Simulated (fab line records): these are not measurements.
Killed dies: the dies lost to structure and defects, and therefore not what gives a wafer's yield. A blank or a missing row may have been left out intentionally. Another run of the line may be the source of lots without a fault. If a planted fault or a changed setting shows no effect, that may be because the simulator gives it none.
fab line records | flow n5_finfet
record: lots: 4 | wafers: 12 | last_day: 18
route steps=1938 shown BEOL_M4@1096 BEOL_M5@1112 PASSIVATION@1936
lots with no fault: from the same line, run without faults
start_h: start of the lot's first displayed wafer, in hours after the record's first day | wait_h: hours since the lot's step before | " the same as in the row above | L1.1+2: a single row standing in for several wafers | - no value present, or no start provided | * or withheld: withheld | < > ~ a bound
route shown NAME@n: NAME is a module with steps in the file, n the number in the route of the first one | usual: average and standard deviation across the fault-free wafers | same: alike in all rows | chamber/n: place in a boat | sites: readings site by site | _std_site: their standard deviation | _edge_site: mean of outer sites minus mean of inner sites | radius_mm: for every site, how far away it sits from the centre of the wafer | mask NAME#n: copy n | behind: tool/chamber where the wafer was last shaped | hold: cause of the lot's hold/its duration in hours/its outcome | device: the transistor (n, p or np) that didn't switch | end of line: at the end of the route, the tests of the same wafers | a step with no rows: only its recipe | killed: the dies lost at the first sort to structure and to defects; this is not the yield of the wafer | map: the dies of a wafer, with x for killed, . for not killed, _ for no die there
set.NAME: the run value of the setting; set.NAME@STEP: its run value at that earlier step | model.NAME: the simulator's own value behind a step, which no gauge read
lots seen at some steps along the route; tables by step, rows by wafer
services: a tool's chamber out of use, with start hour (start_h, from the record's first day; less than 0 if before it), hours out, and reason
== steps ==
step: N5_BEOL_M4_SPUTTER_92
recipe: material: Cu | target_thk_a: 45 | temp_c: -20 | chamber_pressure_pa: 0.07 | power_w: withheld | time_s: 8.29
step: N5_BEOL_M4_ANNEAL_93
recipe: temp_c: 400 | time_s: 240 | ambient: vacuum
step: N5_BEOL_M4_SPUTTER_94
recipe: material: Cu | target_thk_a: 45 | temp_c: -20 | chamber_pressure_pa: 0.07 | power_w: withheld | time_s: 8.29
step: N5_BEOL_M4_ANNEAL_95
recipe: temp_c: 400 | time_s: 240 | ambient: vacuum
step: N5_BEOL_M4_SPUTTER_96
recipe: material: Cu | target_thk_a: 45 | temp_c: -20 | chamber_pressure_pa: 0.07 | power_w: withheld | time_s: 8.29
step: N5_BEOL_M4_ECD_50
recipe: material: Cu | target_thk_a: 3000
step: N5_BEOL_M4_ANNEAL_51
recipe: temp_c: 225 | time_s: 90 | ambient: N2
step: N5_BEOL_M4_CMP_52
recipe: stop_on: SiOC | t_overpolish_s: 6.8 | down_force_psi: 1 | platen_rpm: 50 | clearing_platen_down_force_psi: 1.5 | clearing_platen_rpm: 50 | post_cmp_clean: cu_alkaline | target_thk_nm: 40 | clearing_platen_pad_velocity_m_s: 0.99484 | pad_velocity_m_s: 0.99484
step: N5_BEOL_M4_PRE_CLEAN_60
recipe: gas: NH3/H2 | time_s: 15 | temp_c: * | rf_power_w: 300
step: N5_BEOL_M4_CO_CAP_55
recipe: material: Co | target_thk_a: 20 | temp_c: 200 | precursor: CCTBA/H2 | pressure_torr: 30 | time_s: 102.1
step: N5_BEOL_M4_PRE_CLEAN_56
recipe: gas: NH3 | time_s: 15 | temp_c: withheld | rf_power_w: 300
step: N5_BEOL_M4_DEP_57
recipe: material: SiCN | target_thk_a: 80 | temp_c: withheld | precursor: 3MS/NH3 | pressure_torr: 3 | rf_w: 202 | time_s: 14
usual: chamber_pressure_Torr: 3.001/0.0068 | rf_fwd_power_W: 198.9/0.87 | showerhead_plenum_p_Torr: 3.672/0.011 | throttle_valve_pct: 8.9/0.35
lot.wafer | tool     | chamber | start_h | wait_h | chamber_pressure_Torr | rf_fwd_power_W | showerhead_plenum_p_Torr | throttle_valve_pct
L222.1    | pecvd-01 | 0       | 175.48  | 0.0    | 3.009                 | 200.1          | 3.668                    | 8.5
L222.2    | "        | 1       | "       | "      | 3.003                 | 199.1          | 3.678                    | 8.8
L222.6    | "        | 1       | "       | "      | 2.997                 | 199.5          | 3.678                    | 8.6
L226.2    | pecvd-01 | 2       | 214.09  | 0.0    | 3.001                 | 198.7          | 3.674                    | 8.8
L226.4    | "        | 1       | "       | "      | 2.997                 | 198.9          | 3.675                    | 8.7
L226.5    | "        | 2       | "       | "      | 3.005                 | 199.2          | 3.666                    | 9.0
L227.2    | pecvd-01 | 2       | 218.00  | 0.0    | 3.008                 | 200.0          | 3.666                    | 9.0
L227.5    | "        | 2       | "       | "      | 3.001                 | 199.8          | 3.665                    | 8.6
L227.6    | "        | 1       | "       | "      | 3.005                 | 198.9          | 3.673                    | 8.8
L241.2    | pecvd-02 | 1       | 317.12  | 0.0    | 3.010                 | 198.4          | 3.663                    | 9.3
L241.4    | "        | 0       | "       | "      | 2.997                 | 199.6          | 3.656                    | 8.9
L241.6    | "        | 2       | "       | "      | 2.994                 | 198.5          | 3.656                    | 9.2
step: N5_BEOL_M4_INSPECT_59
recipe: inspect_instrument: darkfield | mode: post_dep
usual: raw_defect_count: 69/26
lot.wafer | tool              | chamber | start_h | wait_h | raw_defect_count
L222.1    | defect_inspect-01 | -       | 175.57  | 0.0    | 43
L222.2    | "                 | -       | "       | "      | 54
L222.6    | "                 | -       | "       | "      | 48
L226.2    | defect_inspect-01 | -       | 214.18  | 0.0    | 465
L226.4    | "                 | -       | "       | "      | 513
L226.5    | "                 | -       | "       | "      | 426
L227.2    | defect_inspect-02 | -       | 218.09  | 0.0    | 450
L227.5    | "                 | -       | "       | "      | 458
L227.6    | "                 | -       | "       | "      | 443
L241.2    | defect_inspect-02 | -       | 317.21  | 0.0    | 70
L241.4    | "                 | -       | "       | "      | 69
L241.6    | "                 | -       | "       | "      | 57
step: N5_BEOL_M4_RC_MEAS_101
usual: DIBL_N: 36.2/2.2 | DIBL_P: 36.5/3 | IOFF_N: 0.16/0.039 | IOFF_P: 0.22/0.047 | ION_N: 675/15 | ION_P: 463/10 | SS_N: 71.6/0.71 | SS_P: 73.4/0.94 | VT_N: 250/3.6 | VT_P: -250/3.9
lot.wafer | tool      | chamber | start_h | wait_h | DIBL_N[mV/V] | DIBL_P[mV/V] | IOFF_N[nA/um] | IOFF_P[nA/um] | ION_N[uA/um] | ION_P[uA/um] | SS_N[mV/dec] | SS_P[mV/dec] | VT_N[mV] | VT_P[mV]
L222.1    | prober-02 | 0       | 175.60  | 0.0    | 36.9         | 36.8         | 0.17          | 0.19          | 678          | 455          | 72.1         | 73.7         | 251      | -254
L222.2    | "         | 0       | "       | "      | 39.5         | 40.5         | 0.22          | 0.28          | 684          | 468          | 72.5         | 74.3         | 248      | -250
L222.6    | "         | 0       | "       | "      | 39.5         | 40.4         | 0.22          | 0.27          | 695          | 470          | 72.5         | 74.5         | 245      | -248
L226.2    | prober-01 | 0       | 214.36  | 0.2    | 35.8         | 35.9         | 0.12          | 0.17          | 674          | 466          | 71.3         | 72.5         | 256      | -253
L226.4    | "         | 0       | "       | "      | 37.2         | 38.1         | 0.16          | 0.21          | 682          | 468          | 71.1         | 73.5         | 250      | -252
L226.5    | "         | 0       | "       | "      | 37.8         | 38.2         | 0.17          | 0.21          | 695          | 472          | 71.3         | 72.9         | 249      | -252
L227.2    | prober-02 | 0       | 218.27  | 0.2    | 33.8         | 33.2         | 0.13          | 0.14          | 670          | 449          | 70.8         | 73.0         | 252      | -257
L227.5    | "         | 0       | "       | "      | 35.9         | 37.3         | 0.17          | 0.21          | 669          | 457          | 71.3         | 74.0         | 249      | -254
L227.6    | "         | 0       | "       | "      | 30.7         | 28.8         | 0.10          | 0.11          | 643          | 440          | 70.7         | 71.1         | 258      | -262
L241.2    | prober-02 | 0       | 317.39  | 0.2    | 36.9         | 35.4         | 0.16          | 0.19          | 691          | 472          | 70.5         | 73.5         | 251      | -252
L241.4    | "         | 0       | "       | "      | 36.2         | 34.3         | 0.13          | 0.17          | 653          | 449          | 72.0         | 73.8         | 252      | -253
L241.6    | "         | 0       | "       | "      | 39.9         | 39.3         | 0.20          | 0.25          | 684          | 471          | 72.5         | 74.0         | 248      | -251
step: N5_BEOL_M5_ILD_DEP_00
recipe: material: SiCOH_lowk | target_thk_a: 1406.4 | temp_c: 300 | precursor: DEMS/porogen | pressure_torr: 5 | rf_w: 500 | time_s: 25.9
step: N5_BEOL_M5_CURE_79
recipe: temp_c: 385 | time_s: 240 | ambient: He/Ar | material: SiCOH_lowk
step: N5_BEOL_M5_PECVD_70
recipe: material: SiO2 | target_thk_a: 160 | temp_c: 400 | precursor: TEOS/O2 | pressure_torr: 5.5 | rf_w: 450 | teos_flow_sccm: 53.8 | gas: O2 | flow_sccm: 3000 | time_s: 18
step: N5_BEOL_M5_HM_DEP_02
recipe: material: TiN | target_thk_a: 200 | temp_c: 25 | chamber_pressure_pa: 0.49996
step: N5_BEOL_M5_COAT_59
recipe: resist: SOC | temp_c: 250 | time_s: 60 | spin_rpm: 1500 | resist_thk_nm: 60
step: N5_BEOL_M5_COAT_60
recipe: resist: SiARC | temp_c: 220 | time_s: 60 | spin_rpm: 1500 | resist_thk_nm: 12
step: N5_BEOL_M5_COAT_71
recipe: resist: underlayer | temp_c: 205 | time_s: 60 | spin_rpm: 1500 | resist_thk_nm: 5
step: N5_BEOL_M5_COAT_05
recipe: resist: CAR-EUV | spin_rpm: 1500 | resist_thk_nm: 30
step: N5_BEOL_M5_EBR_07
recipe: solvent: PGMEA | ebr_width_mm: 1.5
step: N5_BEOL_M5_SOFTBAKE_06
recipe: temp_c: 110 | time_s: 60 | resist: CAR-EUV
step: N5_BEOL_M5_EXPOSE_08
recipe: mask_id: M5 | na: 0.33 | source_shape: annular | sigma_inner: 0.4 | sigma_outer: 0.8 | polarization: unpolarized | target_cd_nm: 28 | dose_mj: 35.75
step: N5_BEOL_M5_PEB_09
recipe: peb_temp_c: 100 | peb_time_s: 60 | resist: CAR-EUV
step: N5_BEOL_M5_DEVELOP_10
recipe: develop_time_s: 30 | developer: TMAH | resist: CAR-EUV | rinse_liquid: surfactant_rinse | dry: air_spin | dev_temp_c: 23
step: N5_BEOL_M5_INSPECT_13
recipe: mode: adi | inspect_instrument: brightfield
usual: raw_defect_count: 429/110
lot.wafer | tool              | chamber | start_h | wait_h | raw_defect_count
L222.1    | defect_inspect-01 | -       | 180.51  | 0.1    | 492
L222.2    | "                 | -       | "       | "      | 511
L222.6    | "                 | -       | "       | "      | 384
L226.2    | defect_inspect-01 | -       | 217.72  | 0.0    | 944
L226.4    | "                 | -       | "       | "      | 901
L226.5    | "                 | -       | "       | "      | 959
L227.2    | defect_inspect-01 | -       | 221.16  | 0.0    | 765
L227.5    | "                 | -       | "       | "      | 735
L227.6    | "                 | -       | "       | "      | 646
L241.2    | defect_inspect-02 | -       | 320.50  | 0.0    | 375
L241.4    | "                 | -       | "       | "      | 554
L241.6    | "                 | -       | "       | "      | 419
step: N5_BEOL_M5_DESCUM_16
recipe: chemistry: O2 | time_s: 7 | source_power_w: 50 | bias_power_w: 20 | pressure_mtorr: 20 | rf_frequency_hz: 2.712e+07 | temp_c: 40 | resist: CAR-EUV | o2_flow_sccm: 225
step: N5_BEOL_M5_ETCH_72
recipe: chemistry: N2/H2 | target: underlayer | target_depth_a: 65 | mask_material: CAR-EUV | time_s: 5.2 | ion_energy_ev: 200 | pressure_mtorr: 30 | source_w: 840 | bias_w: 150 | n2_flow_sccm: 200 | h2_flow_sccm: 200 | ends: cleared
step: N5_BEOL_M5_ETCH_61
recipe: chemistry: CF4 | target: SiARC | target_depth_a: 156 | mask_material: CAR-EUV | time_s: 26 | ion_energy_ev: 80 | pressure_mtorr: 40 | source_w: 545 | bias_w: 36 | Ar_flow_sccm: 100 | cf4_flow_sccm: 100 | ends: cleared
step: N5_BEOL_M5_ETCH_62
recipe: chemistry: N2/H2 | target: SOC | target_depth_a: 750 | overetch_a: 150 | mask_material: SiARC | temp_c: 40 | time_s: 112.5 | ion_energy_ev: 200 | pressure_mtorr: 30 | source_w: 840 | bias_w: 150 | n2_flow_sccm: 200 | h2_flow_sccm: 200
step: N5_BEOL_M5_STRIP_63
recipe: chemistry: N2/H2 | temp_c: 40 | n2_flow_sccm: 200 | h2_flow_sccm: 200 | rf_frequency_hz: 6e+07
step: N5_BEOL_M5_STRIP_73
recipe: chemistry: N2/H2 | temp_c: 40 | n2_flow_sccm: 200 | h2_flow_sccm: 200 | rf_frequency_hz: 6e+07
step: N5_BEOL_M5_STRIP_64
recipe: chemistry: CF4 | resist: SiARC | power_w: 300 | bias_power_w: 75 | pressure_mtorr: 50 | cf4_flow_sccm: 150 | rf_frequency_hz: 6e+07
step: N5_BEOL_M5_HM_OPEN_17
recipe: chemistry: Cl2/BCl3 | target_depth_a: 200 | overetch_a: 60 | target: TiN | mask_material: SOC | ion_energy_ev: 150 | pressure_mtorr: 10 | icp_w: 1000 | bias_w: 126 | Cl2_flow_sccm: 53.25 | bcl3_flow_sccm: 21.75 | Ar_flow_sccm: 25
step: N5_BEOL_M5_STRIP_19
recipe: chemistry: O2 | power_w: 400 | temp_c: 40 | pressure_mtorr: 30 | rf_frequency_hz: 6e+07 | bias_power_w: 0 | overash_fraction: 0.2 | o2_flow_sccm: 225
step: N5_BEOL_M5_INSPECT_30
recipe: mode: adi | inspect_instrument: brightfield
usual: raw_defect_count: 433/110
lot.wafer | tool              | chamber | start_h | wait_h | raw_defect_count
L222.1    | defect_inspect-02 | -       | 181.56  | 0.1    | 476
L222.2    | "                 | -       | "       | "      | 451
L222.6    | "                 | -       | "       | "      | 351
L226.2    | defect_inspect-02 | -       | 218.74  | 0.0    | 938
L226.4    | "                 | -       | "       | "      | 878
L226.5    | "                 | -       | "       | "      | 906
L227.2    | defect_inspect-02 | -       | 225.47  | 0.0    | 716
L227.5    | "                 | -       | "       | "      | 717
L227.6    | "                 | -       | "       | "      | 624
L241.2    | defect_inspect-01 | -       | 322.56  | 0.0    | 383
L241.4    | "                 | -       | "       | "      | 536
L241.6    | "                 | -       | "       | "      | 436
step: N5_PASSIVATION_PROBE_49
usual: defect_limited_yield: 91.5/1.5 | killed_at_M0_to_M3: 32/10 | killed_at_M4_up: 13/4.9 | killed_at_contacts: 13/6.1 | killed_at_front_end: 38/11 | killed_at_other: 3/3.2 | killed_dies: 101/18 | killed_on_rim: 13/4.4 | killed_open: 66/13 | killed_short: 32/8.3 | sort_bin_5_function: 5.0/1 | sort_bin_6_memory: 3.2/0.74 | sort_bin_8_speed: 0.1/1.1 | sort_n_pass: 1078/22 | sort_yield_pct: 91.3/1.9
same: gross_dies: 1180 | killed_at_back_side: 0 | sort_bin_4_leakage[%]: 0
lot.wafer | tool      | chamber | start_h | wait_h | defect_limited_yield[%] | killed_at_M0_to_M3 | killed_at_M4_up | killed_at_contacts | killed_at_front_end | killed_at_other | killed_dies | killed_on_rim | killed_open | killed_short | sort_bin_5_function[%] | sort_bin_6_memory[%] | sort_bin_8_speed[%] | sort_n_pass | sort_yield_pct[%]
L226.2    | prober-02 | -       | 326.77  | 0.1    | 80.3                    | 41                 | 115             | 18                 | 56                  | 2               | 232         | 21            | 76          | 51           | 12.7                   | 5.5                  | 0                   | 948         | 80.3
L226.4    | prober-02 | -       | 326.87  | 0.2    | 83.2                    | 51                 | 82              | 19                 | 42                  | 4               | 198         | 32            | 86          | 40           | 11.3                   | 4.2                  | 0                   | 982         | 83.2
L226.5    | prober-02 | -       | 326.92  | 0.2    | 81.3                    | 39                 | 116             | 10                 | 51                  | 5               | 221         | 29            | 66          | 35           | 10.9                   | 5.3                  | 0                   | 959         | 81.3
L227.2    | prober-02 | -       | 329.46  | 0.1    | 83.2                    | 24                 | 110             | 10                 | 52                  | 2               | 198         | 25            | 50          | 33           | 10.4                   | 4.0                  | 0                   | 982         | 83.2
L227.5    | prober-02 | -       | 329.61  | 0.2    | 84.0                    | 39                 | 117             | 8                  | 25                  | 0               | 189         | 19            | 39          | 42           | 10.7                   | 3.0                  | 0                   | 991         | 84.0
L227.6    | prober-02 | -       | 329.66  | 0.3    | 86.9                    | 21                 | 83              | 11                 | 40                  | 0               | 155         | 30            | 59          | 28           | 7.5                    | 3.7                  | 0.3                 | 1022        | 86.6
L241.2    | prober-02 | -       | 420.00  | 0.1    | 90.3                    | 42                 | 16              | 22                 | 31                  | 3               | 114         | 13            | 75          | 34           | 5.4                    | 3.7                  | 0                   | 1066        | 90.3
L241.4    | prober-02 | -       | 420.10  | 0.2    | 91.1                    | 36                 | 10              | 15                 | 44                  | 0               | 105         | 22            | 62          | 36           | 5.4                    | 2.5                  | 0                   | 1075        | 91.1
L241.6    | prober-02 | -       | 420.20  | 0.3    | 91.8                    | 41                 | 14              | 19                 | 21                  | 2               | 97          | 13            | 67          | 29           | 5.0                    | 3.1                  | 0                   | 1083        | 91.8
killed by level:class
L226.2 BEOL_M4:unspecified=103 MOL_CONTACT_COAG:geometric_particle:open=16 FIN_SAQP:geometric_particle:short=15 STI_FIN_REVEAL:geometric_particle:open=12 FIN_SAQP:geometric_particle:open=10 BEOL_M0_SAQP:geometric_particle:short=8 BEOL_M2:geometric_particle:short=7 BEOL_M3:geometric_particle:open=7
L226.4 BEOL_M4:unspecified=68 MOL_CONTACT_COAG:geometric_particle:open=17 BEOL_M0_SAQP:geometric_particle:open=12 STI_FIN_REVEAL:geometric_particle:open=11 BEOL_M3:geometric_particle:open=10 BEOL_M0_SAQP:geometric_particle:short=9 BEOL_M1:geometric_particle:open=8 FIN_SAQP:geometric_particle:open=7
L226.5 BEOL_M4:unspecified=103 STI_FIN_REVEAL:geometric_particle:open=17 MOL_CONTACT_COAG:geometric_particle:open=10 HKMG_FIN:area_etch=10 BEOL_M0_SAQP:geometric_particle:short=8 BEOL_M2:geometric_particle:short=6 BEOL_M0_SAQP:geometric_particle:open=6 BEOL_M3:geometric_particle:open=6
L227.2 BEOL_M4:unspecified=93 HKMG_FIN:area_etch=16 FIN_SAQP:geometric_particle:short=11 MOL_CONTACT_COAG:geometric_particle:open=9 BEOL_M4:geometric_particle:open=9 STI_FIN_REVEAL:geometric_particle:open=7 BEOL_M3:geometric_particle:open=6 BEOL_M0_SAQP:geometric_particle:short=5
L227.5 BEOL_M4:unspecified=104 BEOL_M0_SAQP:geometric_particle:short=11 BEOL_M0_SAQP:geometric_particle:open=10 FIN_SAQP:geometric_particle:short=9 MOL_CONTACT_COAG:geometric_particle:open=6 BEOL_M3:geometric_particle:open=5 GATE_CUT:geometric_particle:short=4 BEOL_M4:geometric_particle:short=4
L227.6 BEOL_M4:unspecified=67 STI_FIN_REVEAL:geometric_particle:open=10 MOL_CONTACT_COAG:geometric_particle:open=10 BEOL_M4:geometric_particle:open=8 FIN_SAQP:geometric_particle:short=7 BEOL_M0_SAQP:geometric_particle:open=7 FIN_SAQP:geometric_particle:open=4 DUMMY_GATE:geometric_particle:open=4
L241.2 MOL_CONTACT_COAG:geometric_particle:open=16 FIN_SAQP:geometric_particle:short=10 BEOL_M3:geometric_particle:open=10 BEOL_M1:geometric_particle:open=9 BEOL_M2:geometric_particle:open=9 FIN_SAQP:geometric_particle:open=6 MOL_CONTACT_COAG:geometric_particle:short=6 BEOL_M0_SAQP:geometric_particle:short=5
L241.4 MOL_CONTACT_COAG:geometric_particle:open=11 FIN_SAQP:geometric_particle:short=9 BEOL_M2:geometric_particle:open=8 BEOL_M3:geometric_particle:open=8 FIN_SAQP:geometric_particle:open=7 BEOL_M3:geometric_particle:short=7 HKMG_FIN:area_etch=7 STI_FIN_REVEAL:geometric_particle:open=4
L241.6 MOL_CONTACT_COAG:geometric_particle:open=14 BEOL_M2:geometric_particle:open=11 BEOL_M3:geometric_particle:open=8 BEOL_M1:geometric_particle:open=7 BEOL_M0_SAQP:geometric_particle:short=6 BEOL_M5:geometric_particle:open=6 STI_FIN_REVEAL:geometric_particle:open=5 MOL_CONTACT_COAG:geometric_particle:short=5
map L226.2 (x killed, . not)
_________________............________________
______________..............x..._____________
___________........x.....x...x.....__________
__________..x.x.xx....xx.......xxx.._________
________..x..............x..x....x...._______
_______.....x..............x...........______
______....x.........................x..._____
_____......................x.............____
____.......x................x...xxxx......___
___.............x........x........x..x.x...__
___...............x...................x.x..__
__.x...........xx.x.........x.x.x..........._
__..............x....x............x.....x..._
_..x.......x..............x.........x........
_..x..x..x.....x............x................
_x....x...........xx..........x.........xx...
_...........x............x.x.................
_x.......x............x........x.....x.x.....
_..x........x.x.................x..........x.
_.x.x..xx..x...x....x..x....x.....x.......xx.
_x.x..............x...........x.............x
__.................x..........x.......x...x._
__...x.....x............................x..._
___...........x.x.xxx.x....x........x....xx__
___.....x...xxxxxxxx.x.....x.x.x..........x__
____...x..x..xxxxxxxxxx...................___
_____...x.xxxxxxxxxxxxxx...........x....x____
______..x.xxx.xxxxxxxxxx................_____
_______.....xxxxxxxxxxx..........x.....______
________...xxxxxxxxxxxx.x..xx........._______
__________..xxxxxxxxxxx..xx......x.._________
___________.xxxxxxxxxxx...........x__________
______________.xxxxxxx........x._____________
_________________x.x.x.......________________
map L227.2 (x killed, . not)
_________________............________________
______________.................._____________
___________x.......x........x...x..__________
__________..........x.....x........._________
________.......x...........x.....x...._______
_______..........x...x...x........x....______
______......x...x......................._____
_____..............x.....................____
____.x...........x........x......x....x...___
___..............................xx.....x..__
___........x......x.....x....x........x....__
__..................x.xx...................._
__......x.....x.........x..................._
_............x...............x...........x..x
_................................x...........
_x..x.........x................x...x..x.....x
_x.....x....x.x..x.....x......x......x..x...x
_x....x........x................x.........x..
_......x............................x........
_......x........x...........x................
_..x...............xx...x.....x..............
__.x.................x....x..........x..x..._
__...................x......................_
___.........x..xx..x.............x.x...x...__
___...........xxxxxx.xxx...x...............__
____...x.....xx.xxx.xxx.x...x..x..........___
_____x.....xx.xxxxxxxxxx........x.......x____
______x...x..xxxxxxxxxxx......x......x.._____
_______...x.xxxxxxxxxxxx.............x.______
________..x.x.xxxxxxxxxx........x..x.._______
__________...xxxxxxxxxx............._________
___________.x.xxxxxxxx.x..x........__________
______________xxxxxxxx.........._____________
_________________xxxx........________________
== services ==
tool     | chamber | start_h | hours | kind
pecvd-02 | -       | 222.95  | 4.3   | pm
pecvd-01 | 0       | 235.44  | 5.5   | scheduled_down
pecvd-02 | -       | 271.36  | 6.0   | pm
== key ==
first_sign: step: N5_BEOL_M4_INSPECT_59 | reading: raw_defect_count | direction: up | sigmas: 15 | usual: 69 | struck: 459
effect: step: N5_BEOL_M5_INSPECT_13 | reading: raw_defect_count | direction: up | sigmas: 3.7 | usual: 429 | struck: 825
effect: step: N5_BEOL_M5_INSPECT_30 | reading: raw_defect_count | direction: up | sigmas: 3.3 | usual: 433 | struck: 796
effect: step: N5_PASSIVATION_PROBE_49 | reading: killed_at_M4_up | direction: up | sigmas: 18 | usual: 13 | struck: 104
more_kills_born_at: N5_BEOL_M4_DEP_57@pecvd-01: 538
met_at N5_BEOL_M4_DEP_57
struck_wafers L226.2,L226.4,L226.5,L227.2,L227.5,L227.6
baseline_loss: step: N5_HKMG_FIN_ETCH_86 | wafers: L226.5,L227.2
onset_between 175.48 214.09
fault: kind: chamber_particle_source | tool: pecvd-01 | chamber: - | onset_h: 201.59 | steps: N5_BEOL_M4_DEP_57 | rate_per_visit_cm2: 0.58672 | end_h: 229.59
baseline_loss: these wafers lose ten dies or more at that step, a loss of the line's own and not of a fault; the sort's usual values leave them out
